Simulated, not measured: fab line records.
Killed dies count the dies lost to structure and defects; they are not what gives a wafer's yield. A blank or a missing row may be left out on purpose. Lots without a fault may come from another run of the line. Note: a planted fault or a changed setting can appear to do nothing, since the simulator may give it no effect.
Which of the tools did it? -- flow nand-harc -- at 1 step of a route of 1159, 24 lots with 72 wafers sampled

== WHAT THE GAUGES READ, wafer by wafer ==
NHARC_P_CONTACT_CD_MEAS_12: the cd target is 90 nm. Usual: cd-nm 90.1 nm, standard deviation 0.75.
lot,measured,on,cd-nm (nm),flag
L074,day 5 13:46,cd-sem-02,89.3 89.7 89.3,
L075,day 5 19:22,cd-sem-03,89.2 89.3 90.1,
L076,day 5 20:23,cd-sem-02,90.2 90.8 90.5,
L077,day 6 07:26,cd-sem-02,90.4 90.3 90.5,
L078,day 6 17:55,cd-sem-02,90.1 91.2 90.0,
L079,day 6 18:24,cd-sem-01,89.9 88.9 89.4,
L080,day 7 04:54,cd-sem-01,90.9 90.9 90.7,
L081,day 7 11:37,cd-sem-03,89.3 89.9 89.2,
L082,day 7 12:33,cd-sem-02,89.5 89.0 89.1,
L083,day 8 01:59,cd-sem-03,89.7 89.7 90.1,
L084,day 8 02:30,cd-sem-03,89.0 90.0 89.8,
L085,day 8 16:21,cd-sem-03,90.2 89.4 88.8,
L087,day 8 17:09,cd-sem-02,90.0 91.0 90.5,
L086,day 8 17:49,cd-sem-03,90.9 90.9 91.2,
L088,day 9 01:03,cd-sem-01,90.0 90.3 91.2,
L089,day 9 10:34,cd-sem-03,90.2 90.8 90.0,
L090,day 9 18:01,cd-sem-02,91.0 89.6 88.9,
L091,day 9 18:16,cd-sem-03,91.6 90.6 90.9,
L092,day 10 04:32,cd-sem-02,89.8 89.8 89.8,
L093,day 10 08:20,cd-sem-02,91.0 90.0 90.6,
L094,day 10 08:43,cd-sem-02,90.6 90.1 90.3,
L096,day 10 20:23,cd-sem-01,90.7 91.0 91.3,
L095,day 10 21:10,cd-sem-01,90.4 89.9 89.2,
L097,day 11 02:42,cd-sem-01,89.6 90.3 89.9,

== WHAT TOOL EACH LOT RAN ON (gives the tool, then ch and the chambers of the sampled wafers, and finally the start) ==
The record holds no process step before these readings.

== WHAT THE TOOLS THEMSELVES READ (means of the sampled wafers that have a number; where no wafer has one, the mark that the record gives instead) ==
The record holds no such reading with a usual standard deviation.

== THE ANSWER, worked out from the rows above alone ==
Rule: take the mean of a lot's wafers that have a number; if it is more than 3 standard deviations from the usual mean, the lot is off. Also off: a lot with no number at a reading for which 4 or more lots have one. The other lots that the step has rows for count as sound. The gauges are gone through in route order, then the tools' own readings, and for those a lot's mean is taken as printed above. At the first step where some lot is off, the reading lying furthest off is the one used; lots without a number count as furthest.
No lot is off at any reading shown: from this, nothing can be told.

== WHAT HAD BEEN PUT IN BY THE SIMULATOR ==
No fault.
